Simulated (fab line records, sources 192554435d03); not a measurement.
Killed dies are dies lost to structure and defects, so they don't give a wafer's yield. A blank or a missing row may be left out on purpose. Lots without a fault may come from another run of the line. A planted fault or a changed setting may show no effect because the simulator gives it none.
A struck lot beside a sound one | flow n5_finfet | 14 steps out of a route of 1938
Sound: wafers L698.1, L698.4, L698.5. Struck: wafers L710.2, L710.3, L710.6. The cause comes at the end.
At each step with rows: each side's tool, then ch and its chambers, then its first start. Under that, the readings that differ: sound wafers | struck wafers | difference of the means | sigmas: that difference in standard deviations of wafers without a fault.
alike: readings whose means differ by less than 2 such deviations, and words and numbers that are the same on both sides. not compared: withheld readings, readings that some wafer has no value for, bounds like >300 that may hide the same value, and numbers for which the record gives no deviation and whose values overlap.
The two part at a step that has a row with sigmas, a row that says differs or no value, or rows on one side only. Numbers that don't overlap but have no deviation are shown without sigmas and don't part them. A reading that every wafer of one side lacks parts them only if that side has two wafers or more.

first, 3 steps without rows for these wafers: N5_SD_EPI_P_PRECLEAN_51 (cleans in NF3:NH3, afs cycles 1, time 20 s, sublimation time 60 s); N5_SD_EPI_P_VAPOR_ETCH_44 (etches SiGe30 in NF3/Ar, time 3.3 s); N5_SD_EPI_P_EPI_21 (deposits SiGe:B, time 355 s).
N5_SD_EPI_P_EPI_MEAS_23:
  sound on film_metro-01, day 3 22:06; struck on film_metro-02, day 6 22:40
  alike: thk_nm
then, 6 steps without rows for these wafers: N5_SD_EPI_P_HM_STRIP_48 (strips SiNx in H3PO4, material SiNx, target depth 3 nm); N5_SD_EPI_P_SRD_49 (time 30 s); N5_SD_EPI_P_PRECLEAN_24 (cleans in O3/DIW, time 45 s); N5_SD_EPI_P_PRECLEAN_32 (cleans in dHF, time 10 s); N5_SD_EPI_P_PRECLEAN_33 (cleans in SC2, time 45 s); N5_SD_EPI_P_SRD_25 (time 30 s).
N5_SD_EPI_P_INSPECT_26: inspects for defects (darkfield).
  sound on defect_inspect-01, day 3 22:23; struck on defect_inspect-01, day 6 22:50
  alike: raw_defect_count
N5_SD_ACTIVATION_RTA_00: time 0 s.
  sound on rtp_anneal-02 ch 0, day 3 22:25; struck on rtp_anneal-01 ch 0, day 6 22:54
  alike: lamp_power_pct, lamp_zone_3_pct, wafer_temp_C_max
N5_SD_ACTIVATION_LSA_01: time 0.0008 s.
  sound on laser_anneal-01 ch 0, day 3 22:37; struck on laser_anneal-01 ch 0, day 6 23:07
  reading          | sound                | struck               | difference | sigmas
  wafer_temp_C_max | 1089.2 1086.1 1088.8 | 1074.6 1071.7 1073.6 | -14.7      | -9
-- the record jumps here: 9 days lie between the struck wafers' starts before and after (it left off in module SD_ACTIVATION and takes up again in module PASSIVATION, whose first step shown is number 1936 of the route) --
N5_PASSIVATION_PROBE_49:
  sound on prober-01, day 12 13:31; struck on prober-01, day 15 18:20
  reading         | sound   | struck | difference | sigmas
  killed_at_M4_up | 19 19 8 | 9 6 1  | -10        | -2
  alike: killed_at_M0_to_M3, killed_at_contacts, killed_at_front_end, killed_at_other, killed_dies, killed_open, killed_short

WHERE THEY PART
First at N5_SD_ACTIVATION_LSA_01; last, within this record, at N5_PASSIVATION_PROBE_49.

WHY: what the simulator had put in
Process parameter drift: laser_anneal-01, from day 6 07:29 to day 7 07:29, at N5_SD_ACTIVATION_LSA_01. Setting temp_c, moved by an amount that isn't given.
